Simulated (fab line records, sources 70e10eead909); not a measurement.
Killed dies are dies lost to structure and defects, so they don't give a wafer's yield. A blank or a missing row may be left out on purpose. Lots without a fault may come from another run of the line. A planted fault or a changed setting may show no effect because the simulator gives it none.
Which tool did it? | flow nand_harc | 24 lots, 72 wafers sampled, at 6 steps of a route of 1302

WHAT THE GAUGES READ, wafer by wafer
NHARC_A_BLC_OVL_MEAS_11. Usual: overlay_x_nm -0.1 nm, standard deviation 0.81; overlay_y_nm 0.1 nm, standard deviation 0.92.
lot  | measured     | on         | overlay_x_nm (nm) | overlay_y_nm (nm) | flag
L076 | day 22 11:49 | overlay-01 | 1.1 1.0 -0.2      | 1.4 1.8 1.4       |
L075 | day 22 13:02 | overlay-01 | -0.6 -1.0 -0.6    | -0.3 -0.1 0.0     |
L074 | day 23 00:59 | overlay-01 | -0.8 -0.7 -0.1    | 0.3 0.1 0.3       |
L077 | day 24 06:08 | overlay-01 | -0.1 -0.4 -0.6    | 1.1 1.3 0.8       |
L078 | day 24 07:29 | overlay-01 | 0.2 0.0 0.3       | -0.2 -0.7 -0.1    |
L080 | day 24 09:20 | overlay-02 | 0.1 -0.2 0.4      | -0.7 -0.9 -0.7    |
L079 | day 25 01:04 | overlay-02 | 0.6 0.1 0.2       | 0.6 0.4 -0.1      |
L081 | day 25 14:26 | overlay-02 | 0.0 0.2 0.2       | 2.3 2.4 2.7       |
L082 | day 26 09:25 | overlay-01 | -0.1 0.4 -0.4     | 0.7 1.1 0.6       |
L083 | day 26 10:09 | overlay-01 | 1.4 0.4 1.3       | -1.4 -1.4 -0.8    |
L084 | day 26 12:37 | overlay-02 | 1.9 2.1 2.7       | 0.3 0.6 0.2       |
L085 | day 27 03:41 | overlay-01 | -0.7 -1.3 -0.7    | 0.4 -0.6 -0.3     |
L086 | day 27 23:44 | overlay-01 | 0.2 1.0 1.2       | -0.6 -0.3 -1.0    |
L088 | day 28 01:17 | overlay-01 | -1.2 -1.4 -0.8    | 0.5 0.0 0.4       |
L089 | day 28 02:54 | overlay-01 | -0.8 -0.4 -0.6    | -0.8 -0.6 -0.1    |
L087 | day 28 01:50 | overlay-02 | -0.8 -1.1 -1.1    | -1.2 -0.2 -0.9    |
L091 | day 28 16:32 | overlay-01 | 0.4 0.1 0.7       | 1.1 0.6 0.7       |
L090 | day 28 21:12 | overlay-02 | 0.2 -0.3 -0.6     | -1.1 -0.3 -0.9    |
L092 | day 29 23:23 | overlay-01 | -0.8 -0.1 -0.5    | -0.7 -0.5 -0.9    |
L093 | day 30 00:07 | overlay-02 | -0.2 0.5 0.5      | 1.0 0.6 1.0       |
L094 | day 31 00:26 | overlay-02 | -0.4 -0.7 -0.4    | 0.7 0.2 0.1       |
L095 | day 31 04:04 | overlay-01 | 0.6 0.8 0.9       | 0.0 0.2 1.0       |
L096 | day 31 05:01 | overlay-01 | -1.6 -1.3 -0.6    | 0.4 0.2 0.3       |
L097 | day 32 09:57 | overlay-02 | -0.9 -0.3 0.1     | -1.5 -1.5 -2.1    |

WHICH TOOL RAN EACH LOT (tool, then ch and the chambers of the sampled wafers, then the start)
lot  | NHARC_A_CONTACT_ETCH_116             | NHARC_A_CONTACT_ETCH_132             | NHARC_A_CONTACT_ETCH_91            | NHARC_A_CONTACT_ETCH_89                       | NHARC_A_CONTACT_ETCH_139
L076 | har_cap_etch-03 ch 0,1, day 21 13:10 | har_cap_etch-02 ch 0,1, day 22 00:53 | rie_diel-07 ch 0,1,3, day 22 01:50 | rie_diel-02 ch 1,2, day 22 08:02 or earlier   | har_cap_etch-03 ch 0,1, day 22 08:02
L075 | har_cap_etch-01 ch 0,1, day 21 14:40 | har_cap_etch-03 ch 0,1, day 22 01:50 | rie_diel-02 ch 1,2,3, day 22 02:48 | rie_diel-02 ch 0,2,3, day 22 09:03 or earlier | har_cap_etch-02 ch 0,1, day 22 09:03
L074 | har_cap_etch-02 ch 0,1, day 22 02:22 | har_cap_etch-01 ch 0,1, day 22 13:23 | rie_diel-02 ch 0,1,2, day 22 14:31 | rie_diel-02 ch 0,1, day 22 21:01 or earlier   | har_cap_etch-03 ch 0,1, day 22 21:01
L077 | har_cap_etch-02 ch 0,1, day 23 07:20 | har_cap_etch-02 ch 1, day 23 17:53   | rie_diel-13 ch 0,3, day 23 18:50   | rie_diel-02 ch 0,2,3, day 24 02:16 or earlier | har_cap_etch-01 ch 0, day 24 02:16
L078 | har_cap_etch-01 ch 0,1, day 23 10:05 | har_cap_etch-01 ch 0,1, day 23 20:31 | rie_diel-13 ch 0,1,2, day 23 21:28 | rie_diel-13 ch 1,2, day 24 03:44 or earlier   | har_cap_etch-03 ch 0,1, day 24 03:44
L080 | har_cap_etch-03 ch 0,1, day 23 10:17 | har_cap_etch-03 ch 0,1, day 23 21:04 | rie_diel-07 ch 0,3, day 23 22:01   | rie_diel-02 ch 1,2, day 24 05:38 or earlier   | har_cap_etch-01 ch 0,1, day 24 05:38
L079 | har_cap_etch-02 ch 0,1, day 24 01:43 | har_cap_etch-02 ch 0, day 24 13:53   | rie_diel-02 ch 0,3, day 24 14:50   | rie_diel-13 ch 2,3, day 24 18:46              | har_cap_etch-01 ch 1, day 24 21:01
L081 | har_cap_etch-03 ch 0,1, day 24 13:40 | har_cap_etch-02 ch 0,1, day 25 00:05 | rie_diel-13 ch 0,1,2, day 25 01:05 | rie_diel-02 ch 1,2,3, day 25 10:33 or earlier | har_cap_etch-02 ch 1, day 25 10:33
L082 | har_cap_etch-03 ch 0,1, day 25 07:50 | har_cap_etch-01 ch 0,1, day 25 18:21 | rie_diel-02 ch 2,3, day 25 19:19   | rie_diel-13 ch 1,2, day 26 05:43 or earlier   | har_cap_etch-02 ch 0,1, day 26 05:43
L083 | har_cap_etch-01 ch 0,1, day 25 08:14 | har_cap_etch-02 ch 0,1, day 25 19:41 | rie_diel-02 ch 1,2,3, day 25 20:35 | rie_diel-02 ch 1,2,3, day 26 06:07 or earlier | har_cap_etch-03 ch 0,1, day 26 06:07
L084 | har_cap_etch-03 ch 0,1, day 25 14:58 | har_cap_etch-01 ch 0,1, day 26 01:28 | rie_diel-13 ch 0,2, day 26 02:22   | rie_diel-13 ch 0,2,3, day 26 09:01 or earlier | har_cap_etch-01 ch 0,1, day 26 09:01
L085 | har_cap_etch-03 ch 0,1, day 25 23:56 | har_cap_etch-02 ch 0,1, day 26 10:58 | rie_diel-02 ch 2,3, day 26 12:05   | rie_diel-02 ch 0,3, day 27 00:09 or earlier   | har_cap_etch-01 ch 0,1, day 27 00:09
L086 | har_cap_etch-03 ch 0,1, day 26 16:29 | har_cap_etch-02 ch 0,1, day 27 10:42 | rie_diel-13 ch 0,2,3, day 27 11:40 | rie_diel-02 ch 1,2,3, day 27 19:59 or earlier | har_cap_etch-01 ch 0,1, day 27 19:59
L088 | har_cap_etch-01 ch 0,1, day 26 16:40 | har_cap_etch-03 ch 0,1, day 27 11:22 | rie_diel-13 ch 1,3, day 27 12:18   | rie_diel-02 ch 2,3, day 27 21:32 or earlier   | har_cap_etch-01 ch 0, day 27 21:32
L089 | har_cap_etch-02 ch 0,1, day 26 20:55 | har_cap_etch-02 ch 0,1, day 27 14:18 | rie_diel-07 ch 1,2,3, day 27 15:16 | rie_diel-13 ch 0,1,3, day 27 23:13 or earlier | har_cap_etch-01 ch 0,1, day 27 23:13
L087 | har_cap_etch-03 ch 0,1, day 26 21:58 | har_cap_etch-01 ch 0,1, day 27 14:08 | rie_diel-02 ch 0,1,3, day 27 15:05 | rie_diel-02 ch 0,1,2, day 27 22:12 or earlier | har_cap_etch-03 ch 0,1, day 27 22:12
L091 | har_cap_etch-03 ch 1, day 27 18:59   | har_cap_etch-03 ch 0,1, day 28 05:39 | rie_diel-02 ch 0,1, day 28 06:35   | rie_diel-02 ch 1,2,3, day 28 12:41 or earlier | har_cap_etch-01 ch 0,1, day 28 12:41
L090 | har_cap_etch-02 ch 0,1, day 27 20:20 | har_cap_etch-02 ch 0,1, day 28 08:16 | rie_diel-02 ch 0,1,3, day 28 09:26 | rie_diel-07 ch 0,2,3, day 28 17:29 or earlier | har_cap_etch-03 ch 0,1, day 28 17:29
L092 | har_cap_etch-02 ch 0,1, day 29 00:42 | har_cap_etch-03 ch 0, day 29 12:29   | rie_diel-02 ch 0,2,3, day 29 13:27 | rie_diel-02 ch 1,3, day 29 19:43 or earlier   | har_cap_etch-01 ch 0,1, day 29 19:43
L093 | har_cap_etch-01 ch 0,1, day 29 01:32 | har_cap_etch-02 ch 0,1, day 29 13:02 | rie_diel-13 ch 0,2,3, day 29 13:59 | rie_diel-07 ch 0,2,3, day 29 20:18 or earlier | har_cap_etch-03 ch 0,1, day 29 20:18
L094 | har_cap_etch-02 ch 0,1, day 30 01:30 | har_cap_etch-02 ch 0,1, day 30 11:54 | rie_diel-02 ch 1,2,3, day 30 12:52 | rie_diel-07 ch 1,2,3, day 30 20:46 or earlier | har_cap_etch-02 ch 0,1, day 30 20:46
L095 | har_cap_etch-01 ch 0,1, day 30 05:01 | har_cap_etch-01 ch 0,1, day 30 17:13 | rie_diel-02 ch 1,2,3, day 30 18:10 | rie_diel-02 ch 0,3, day 31 00:27 or earlier   | har_cap_etch-01 ch 0,1, day 31 00:27
L096 | har_cap_etch-03 ch 0,1, day 30 05:16 | har_cap_etch-03 ch 0,1, day 30 18:08 | rie_diel-02 ch 1,3, day 30 19:05   | rie_diel-07 ch 0,1,3, day 31 01:12 or earlier | har_cap_etch-03 ch 0,1, day 31 01:12
L097 | har_cap_etch-02 ch 0,1, day 31 06:54 | har_cap_etch-03 ch 0, day 31 17:23   | rie_diel-02 ch 0,2,3, day 31 18:19 | rie_diel-13 ch 0,2,3, day 32 06:07 or earlier | har_cap_etch-03 ch 0,1, day 32 06:07
- NHARC_A_CONTACT_ETCH_116: etches the open film in C4F8/O2/Ar, time 190 s, target depth 1850 nm.
- NHARC_A_CONTACT_ETCH_132: etches the open film in C4F8/O2/Ar, time 197 s, target depth 1924 nm.
- NHARC_A_CONTACT_ETCH_91: etches the open film in CH3F/O2, target depth 40 nm, time 85.7 s.
- NHARC_A_CONTACT_ETCH_89: etches the open film in N2/H2, target depth 260 nm, time 475.3 s.
- NHARC_A_CONTACT_ETCH_139: etches the open film in C4F8/O2/Ar, time 195 s, target depth 840 nm.

WHAT THE TOOLS THEMSELVES READ (means of the sampled wafers that have a number; where no wafer has one, the mark that the record gives instead)
NHARC_A_CONTACT_ETCH_91. Usual: drypump_motor_current_A 6.12 A, standard deviation 0.28; o2_flow_sccm 30.00 sccm, standard deviation 0.089; oes_product_au 0.929 a.u., standard deviation 0.0069; rf_vpp_V 244.7 V, standard deviation 2.2; showerhead_plenum_p_Torr 2.49 Torr, standard deviation 0.15; throttle_valve_pct 20.665 %, standard deviation 0.0089.
lot  | tool        | drypump_motor_current_A (A) | o2_flow_sccm (sccm) | oes_product_au (a.u.) | rf_vpp_V (V) | showerhead_plenum_p_Torr (Torr) | throttle_valve_pct (%) | flag
L076 | rie_diel-07 | 6.01                        | 29.92               | 0.928                 | 244.7        | 2.52                            | 20.665                 |
L075 | rie_diel-02 | 6.01                        | 29.99               | 0.925                 | 245.2        | 2.50                            | 20.664                 |
L074 | rie_diel-02 | 6.22                        | 30.06               | 0.937                 | 246.7        | 2.62                            | 20.664                 |
L077 | rie_diel-13 | 6.19                        | 30.17               | 0.932                 | 242.3        | 2.31                            | 20.663                 |
L078 | rie_diel-13 | 6.38                        | 30.03               | 0.926                 | 245.0        | 2.50                            | 20.668                 |
L080 | rie_diel-07 | 6.11                        | 29.96               | 0.927                 | 246.5        | 2.60                            | 20.672                 |
L079 | rie_diel-02 | 6.03                        | 30.06               | 0.940                 | 245.1        | 2.53                            | 20.658                 |
L081 | rie_diel-13 | 6.38                        | 30.06               | 0.933                 | 245.2        | 2.50                            | 20.661                 |
L082 | rie_diel-02 | 5.88                        | 30.00               | 0.927                 | 242.5        | 2.37                            | 20.661                 |
L083 | rie_diel-02 | 6.01                        | 29.94               | 0.936                 | 244.1        | 2.49                            | 20.658                 |
L084 | rie_diel-13 | 6.40                        | 29.95               | 0.927                 | 242.8        | 2.42                            | 20.674                 |
L085 | rie_diel-02 | 5.85                        | 29.99               | 0.932                 | 242.2        | 2.37                            | 20.677                 |
L086 | rie_diel-13 | 6.25                        | 29.98               | 0.921                 | 244.0        | 2.41                            | 20.672                 |
L088 | rie_diel-13 | 6.32                        | 29.98               | 0.928                 | 244.7        | 2.45                            | 20.662                 |
L089 | rie_diel-07 | 5.94                        | 29.92               | 0.924                 | 244.1        | 2.42                            | 20.667                 |
L087 | rie_diel-02 | 5.95                        | 30.00               | 0.926                 | 245.3        | 2.52                            | 20.671                 |
L091 | rie_diel-02 | 6.15                        | 30.05               | 0.928                 | 247.2        | 2.64                            | 20.663                 |
L090 | rie_diel-02 | 5.95                        | 30.03               | 0.923                 | 244.3        | 2.52                            | 20.674                 |
L092 | rie_diel-02 | 6.08                        | 29.97               | 0.933                 | 244.4        | 2.49                            | 20.660                 |
L093 | rie_diel-13 | 6.29                        | 30.06               | 0.917                 | 243.3        | 2.41                            | 20.666                 |
L094 | rie_diel-02 | 6.01                        | 29.99               | 0.936                 | 244.4        | 2.48                            | 20.666                 |
L095 | rie_diel-02 | 6.02                        | 30.05               | 0.929                 | 245.3        | 2.48                            | 20.664                 |
L096 | rie_diel-02 | 5.87                        | 29.90               | 0.928                 | 244.6        | 2.51                            | 20.661                 |
L097 | rie_diel-02 | 6.07                        | 30.01               | 0.933                 | 244.6        | 2.48                            | 20.672                 |

NHARC_A_CONTACT_ETCH_89. Usual: drypump_motor_current_A 6.10 A, standard deviation 0.27; h2_flow_sccm 150.1 sccm, standard deviation 0.5; oes_product_au 1.004 a.u., standard deviation 0.0079; rf_vpp_V 431 V, standard deviation 3.8; showerhead_plenum_p_Torr 2.07 Torr, standard deviation 0.13; throttle_valve_pct 14.171 %, standard deviation 0.0092.
lot  | tool        | drypump_motor_current_A (A) | h2_flow_sccm (sccm) | oes_product_au (a.u.) | rf_vpp_V (V) | showerhead_plenum_p_Torr (Torr) | throttle_valve_pct (%) | flag
L076 | rie_diel-02 | 6.12                        | 149.5               | 1.002                 | 434          | 2.18                            | 14.173                 |
L075 | rie_diel-02 | 6.07                        | 150.3               | 1.003                 | 432          | 2.08                            | 14.167                 |
L074 | rie_diel-02 | 6.16                        | 150.5               | 1.005                 | 435          | 2.21                            | 14.168                 |
L077 | rie_diel-02 | 6.07                        | 149.8               | 1.004                 | 432          | 2.07                            | 14.173                 |
L078 | rie_diel-13 | 6.35                        | 150.2               | 0.997                 | 434          | 2.14                            | 14.169                 |
L080 | rie_diel-02 | 6.13                        | 149.6               | 0.995                 | 434          | 2.17                            | 14.168                 |
L079 | rie_diel-13 | 6.19                        | 150.1               | 0.989                 | 432          | 2.10                            | 14.171                 |
L081 | rie_diel-02 | 5.99                        | 150.2               | 0.996                 | 431          | 2.07                            | 14.170                 |
L082 | rie_diel-13 | 6.30                        | 150.0               | 1.002                 | 434          | 2.16                            | 14.171                 |
L083 | rie_diel-02 | 5.99                        | 150.5               | 1.002                 | 432          | 2.06                            | 14.170                 |
L084 | rie_diel-13 | 6.29                        | 150.2               | 1.001                 | 429          | 2.00                            | 14.171                 |
L085 | rie_diel-02 | 5.80                        | 150.9               | 1.016                 | 428          | 1.99                            | 14.170                 |
L086 | rie_diel-02 | 6.02                        | 150.5               | 1.009                 | 431          | 2.06                            | 14.172                 |
L088 | rie_diel-02 | 5.85                        | 149.7               | 1.011                 | 428          | 1.96                            | 14.176                 |
L089 | rie_diel-13 | 6.31                        | 150.9               | 0.996                 | 427          | 1.97                            | 14.166                 |
L087 | rie_diel-02 | 6.22                        | 150.0               | 1.005                 | 433          | 2.17                            | 14.169                 |
L091 | rie_diel-02 | 6.01                        | 150.0               | 0.993                 | 431          | 2.06                            | 14.163                 |
L090 | rie_diel-07 | 6.04                        | 150.2               | 1.008                 | 433          | 2.10                            | 14.174                 |
L092 | rie_diel-02 | 5.74                        | 150.1               | 1.008                 | 429          | 1.98                            | 14.163                 |
L093 | rie_diel-07 | 6.05                        | 149.6               | 1.008                 | 432          | 2.10                            | 14.164                 |
L094 | rie_diel-07 | 5.93                        | 150.0               | 1.004                 | 429          | 2.00                            | 14.182                 |
L095 | rie_diel-02 | 5.82                        | 150.6               | 1.014                 | 429          | 1.99                            | 14.169                 |
L096 | rie_diel-07 | 6.00                        | 150.0               | 0.997                 | 432          | 2.06                            | 14.164                 |
L097 | rie_diel-13 | 6.27                        | 149.9               | 0.998                 | 429          | 1.99                            | 14.180                 |

THE ANSWER, worked out from the rows above alone
Rule: a lot is off if the mean of its wafers that have a number lies more than 3 standard deviations from the usual mean. A lot without any number at a reading at which 4 lots or more have one is off too. The other lots that the step has rows for count as sound. The gauges are gone through in route order, then the tools' own readings, and for those a lot's mean is taken as printed above. The first step at which some lot is off is used, and at that step the reading that is off furthest; a lot without a number counts as furthest.
No lot is off at any reading shown: from this, nothing can be told.

WHAT THE SIMULATOR HAD PUT IN
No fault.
